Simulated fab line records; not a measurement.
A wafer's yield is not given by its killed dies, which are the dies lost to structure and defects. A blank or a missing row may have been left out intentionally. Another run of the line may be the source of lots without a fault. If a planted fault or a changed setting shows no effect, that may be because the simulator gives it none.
Lot-split experiment -- flow n5 finfet -- 21 wafers read from 7 lots, route of 1938 steps

== ON THE SPLIT ==
At N5_BEOL_M0_ETCH_138 (etches SiCN in CH3F/O2, target depth 12 nm, time 31.6 s), the setting source w was moved away from the recipe's 395 W on 11 of the 21 wafers read, by -15.6% to +14.8%. All remaining wafers had this setting at the recipe value.

Reading taken at the split's own step.

== THE READING ==
rf vpp V, in V, at N5_BEOL_M0_ETCH_138 (etches SiCN in CH3F/O2, target depth 12 nm, time 31.6 s). Typical for fault-free wafers on this fab line: 297.3 V, with standard deviation 1.3 V.

wafer,"tool, chamber at the split","source w as run, W",against the recipe,"rf vpp V, V",against lot-mates on the recipe
L078.1,"rie diel-04, 0",395,recipe,296.5,-
L078.2,"rie diel-04, 2",453.5,+14.8%,282.6,-13.9
L078.3,"rie diel-04, 1",453.5,+14.8%,283.9,-12.6
L081.1,"rie diel-01, 2",333.4,-15.6%,314.0,+14.9
L081.3,"rie diel-01, 0",333.4,-15.6%,312.1,+13.0
L081.6,"rie diel-01, 1",395,recipe,299.1,-
L089.3,"rie diel-03, 0",343,-13.2%,309.9,+9.5
L089.5,"rie diel-03, 2",395,recipe,300.4,-
L089.6,"rie diel-03, 1",343,-13.2%,312.0,+11.6
L090.1,"rie diel-01, 1",395,recipe,298.9,-
L090.5,"rie diel-01, 0",395,recipe,295.1,-
L090.6,"rie diel-01, 1",395,recipe,297.6,-
L094.1,"rie diel-03, 0",395,recipe,296.0,-
L094.2,"rie diel-03, 2",416.5,+5.4%,292.5,-4.8
L094.5,"rie diel-03, 1",395,recipe,298.5,-
L096.1,"rie diel-01, 1",336.8,-14.7%,313.0,no lot-mate on the recipe
L096.2,"rie diel-01, 0",336.8,-14.7%,311.4,no lot-mate on the recipe
L096.4,"rie diel-01, 2",336.8,-14.7%,312.5,no lot-mate on the recipe
L097.1,"rie diel-01, 3",395,recipe,298.1,-
L097.2,"rie diel-01, 2",356.2,-9.8%,306.5,+8.4
L097.3,"rie diel-01, 1",395,recipe,298.1,-

THE FIT
A straight line over all 21 wafers: rf vpp V changes by -0.98 V for each +1% of source w; r = -0.99; the points scatter about the line by 1.3 V.
The same after taking each lot's own level away (the mean of its wafers on the recipe; 18 wafers): -0.871 V for each +1%; r = -0.99; scatter 1 V.
On that fit, the largest move of source w shifts the reading by 14 V.
Measured against the standard deviation above, the lots' own levels, which go from 296.50 to 300.40 V, span 3.0 times it.
So the slope is not independent of the lot-to-lot level: the two fits are not the same.
Check: for one of the wafers moved furthest among these (-15.6%), held out of the fit, the line's prediction against its lot-mates is +13.1 V. It came out at +14.9 V against them.
Tool readings at the split's step, against how far the setting was moved: rf vpp V r = -0.99.

== THE OTHER SPLITS THESE WAFERS WENT THROUGH ==
Before the reading, these wafers also passed through other splits. Each is held against what the fit with the lots' levels taken away leaves over:
other split on the same wafers,wafers away from the commonest value,r with rf vpp V (lot level and that fit taken away)
N5_MOL_CONTACT_COAG_VIA_ETCH_46 bias w,6,-0.03

== THE FILE'S OWN FIT ==
rf vpp V changes by -0.868 V for each +1% of source w, r = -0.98.
